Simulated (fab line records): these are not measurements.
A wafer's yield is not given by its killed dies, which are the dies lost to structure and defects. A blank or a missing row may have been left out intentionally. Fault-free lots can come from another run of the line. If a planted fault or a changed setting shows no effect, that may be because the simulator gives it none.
Which tool did it? | flow n5Finfet | at 1 step of a route of 1938, 11 lots with 33 wafers sampled

## WHAT EACH GAUGE READ, for each wafer
N5_BEOL_M14_CD_MEAS_17: target cd 250 nm.
lot  | measured     | on       | cdNm (nm)
L245 | day 10 23:55 | cdSem-01 | 250.5 250.6 251.2
L247 | day 11 01:18 | cdSem-02 | 250.1 251.0 250.8
L251 | day 12 02:04 | cdSem-03 | 251.9 249.6 253.3
L250 | day 12 02:07 | cdSem-02 | 249.3 249.7 249.1
L252 | day 12 09:03 | cdSem-01 | 249.5 250.2 251.8
L256 | day 13 16:07 | cdSem-03 | 249.8 250.0 248.2
L255 | day 13 18:55 | cdSem-02 | 252.3 252.0 251.9
L258 | day 13 21:26 | cdSem-03 | 252.7 249.3 254.0
L259 | day 14 12:57 | cdSem-03 | 252.1 252.8 254.5
L268 | day 17 09:44 | cdSem-03 | 252.0 250.3 248.4
L267 | day 17 11:32 | cdSem-01 | 251.0 251.1 250.7

## EACH LOT AND THE TOOL THAT RAN IT (in order: tool; ch and the chambers of the sampled wafers; start)
The record holds no process step before these readings.

## WHAT THE TOOLS THEMSELVES READ (means of the sampled wafers that have a number; where no wafer has one, the mark that the record gives instead)
The record holds no such reading with a usual standard deviation.

## THE ANSWER, worked out from the rows above alone
Rule: the lots themselves supply what counts as usual. The widest of any qualifying gaps counts: lots, ordered by their means at a reading, are off when they make up no more than a third of the lots, leave a main group of 4 or more, and stand apart from it by 3 or more times the standard deviation of that group's means. A main group is skipped when, at the precision printed for the reading in the tables above, its means are all equal. A lot without any number at a reading at which 4 lots or more have one is off too. Any other lot the step has rows for is counted as sound. The gauges are gone through in route order, then the tools' own readings, and for those a lot's mean is taken as printed above. The first step at which some lot is off is used, and at that step the reading that is off furthest; a lot without a number counts as furthest.
No lot is off on any of the readings shown, so nothing can be concluded from this.

## WHAT WAS PUT IN BY THE SIMULATOR
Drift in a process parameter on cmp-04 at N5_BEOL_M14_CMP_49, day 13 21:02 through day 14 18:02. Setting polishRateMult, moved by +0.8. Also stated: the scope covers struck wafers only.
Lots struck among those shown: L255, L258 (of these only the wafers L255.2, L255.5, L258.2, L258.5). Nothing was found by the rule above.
